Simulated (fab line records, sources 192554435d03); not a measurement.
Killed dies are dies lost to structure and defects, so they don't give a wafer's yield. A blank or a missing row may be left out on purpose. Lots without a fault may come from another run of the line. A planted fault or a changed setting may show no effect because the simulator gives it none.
Chamber matching | flow n5_finfet | N5_BEOL_M10_CVD_75 on cvd_co-02: 3 sister chambers
The step deposits Co from CCTBA/H2, target thk 2 nm, time 138.9 s. 6 wafers are shown with their chamber, then 9 later ones without.

WAFERS WITH THEIR CHAMBER
wafer  | chamber | run_length_s (s)
L154.2 | 1       | 161.4
L155.4 | 1       | 161.4
L155.5 | 2       | 163.0
L162.2 | 2       | 162.1
L162.3 | 0       | 161.8
L162.5 | 0       | 161.4

WAFERS WITHOUT THEIR CHAMBER
wafer  | run_length_s (s)
L160.1 | 161.4
L160.2 | 162.6
L160.6 | 161.2
L161.1 | 161.0
L161.2 | 161.3
L161.6 | 162.5
L163.2 | 161.0
L163.5 | 161.2
L163.6 | 162.4

WHICH CHAMBER EACH WENT THROUGH
wafer  | from the rows above     | in truth
L160.1 | can't be placed: 1 or 0 | 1
L160.2 | 2                       | 2
L160.6 | can't be placed: 1 or 0 | 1
L161.1 | can't be placed: 1 or 0 | 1
L161.2 | can't be placed: 1 or 0 | 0
L161.6 | 2                       | 2
L163.2 | can't be placed: 1 or 0 | 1
L163.5 | can't be placed: 1 or 0 | 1
L163.6 | can't be placed: 2 or 0 | 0
Placed correctly: 2 of 9. Can't be placed from these rows: 7 (the true chamber is among the candidates in 7). Placed wrongly: 0.
How it was worked out, from the rows above alone: a wafer's distance from a chamber is the root of the sum, over the readings, of the square of ((its reading less the chamber's mean) divided by the reading's scatter). The wafer belongs to the nearest chamber; if the next one is less than 2 further off, it can't be placed. A chamber's mean is the mean of its shown wafers. The scatter: the root of (the sum of the squares of (reading less its chamber's mean) over the shown wafers, divided by (wafers less chambers)).
